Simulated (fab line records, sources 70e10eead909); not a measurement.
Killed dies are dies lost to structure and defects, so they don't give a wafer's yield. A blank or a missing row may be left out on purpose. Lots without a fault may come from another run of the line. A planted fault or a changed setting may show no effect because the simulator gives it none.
Which tool did it? | flow nand_harc | 7 lots, 21 wafers sampled, at 5 steps of a route of 1159

WHAT THE GAUGES READ, wafer by wafer
NHARC_END_SORT_01.
lot  | measured     | on        | killed_at_array
L115 | day 24 05:09 | prober-01 | 31 31 27
L117 | day 23 21:20 | prober-02 | 31 36 39

WHICH TOOL RAN EACH LOT (tool, then ch and the chambers of the sampled wafers, then the start)
lot  | NHARC_P_GATE_ETCH_14               | NHARC_A_M1_STRIP_18                | NHARC_A_M1_ANNEAL_31             | NHARC_THIN_TSV_DESCUM_14
L999 | wet_bench-03 ch 2,3,7, day 4 12:16 | rie_diel-12 ch 0,1,3, day 18 02:24 | rtp_anneal-01 ch 0, day 18 03:50 | rie_diel-01 ch 0,1,2, day 19 05:13
L102 | wet_bench-09 ch 2,3,7, day 5 05:35 | rie_diel-12 ch 1,2,3, day 18 07:37 | rtp_anneal-02 ch 0, day 18 09:04 | rie_diel-01 ch 0,1,2, day 19 06:13
L105 | wet_bench-03 ch 2,3,6, day 5 23:28 | rie_diel-12 ch 0,1,2, day 19 03:12 | rtp_anneal-01 ch 0, day 19 04:39 | rie_diel-07 ch 0,1,3, day 19 23:07
L110 | wet_bench-02 ch 5,6,7, day 7 05:59 | rie_diel-02 ch 1,2,3, day 20 14:59 | rtp_anneal-02 ch 0, day 20 16:25 | rie_diel-08 ch 0,1,2, day 21 12:08
L108 | wet_bench-02 ch 0,5,6, day 7 06:18 | rie_diel-10 ch 0,1, day 20 14:07   | rtp_anneal-01 ch 0, day 20 15:33 | rie_diel-07 ch 0,1, day 21 10:49
L115 | wet_bench-02 ch 4,6,7, day 8 15:25 | -                                  | -                                | -
L117 | wet_bench-03 ch 0,5,6, day 8 20:14 | -                                  | -                                | -
- NHARC_P_GATE_ETCH_14: etches SiO2 in dHF, target depth 48.8 nm.
- NHARC_A_M1_STRIP_18: strips in N2/H2.
- NHARC_A_M1_ANNEAL_31: time 90 s.
- NHARC_THIN_TSV_DESCUM_14: chemistry O2, time 3 s.

THE ANSWER, worked out from the rows above alone
Rule: what is usual is taken from the lots themselves. Put in order of their means at a reading, lots are off if they are a third of the lots or fewer, leave a main group of 4 or more, and stand apart from it by a gap of 3 or more times the standard deviation of the main group's means; of several such gaps the widest counts. A main group whose means are all the same, to the digits that the tables above print for the reading, isn't used. A lot without any number at a reading at which 4 lots or more have one is off too. The other lots that the step has rows for count as sound.
No lot is off at any reading shown: from this, nothing can be told.

WHAT THE SIMULATOR HAD PUT IN
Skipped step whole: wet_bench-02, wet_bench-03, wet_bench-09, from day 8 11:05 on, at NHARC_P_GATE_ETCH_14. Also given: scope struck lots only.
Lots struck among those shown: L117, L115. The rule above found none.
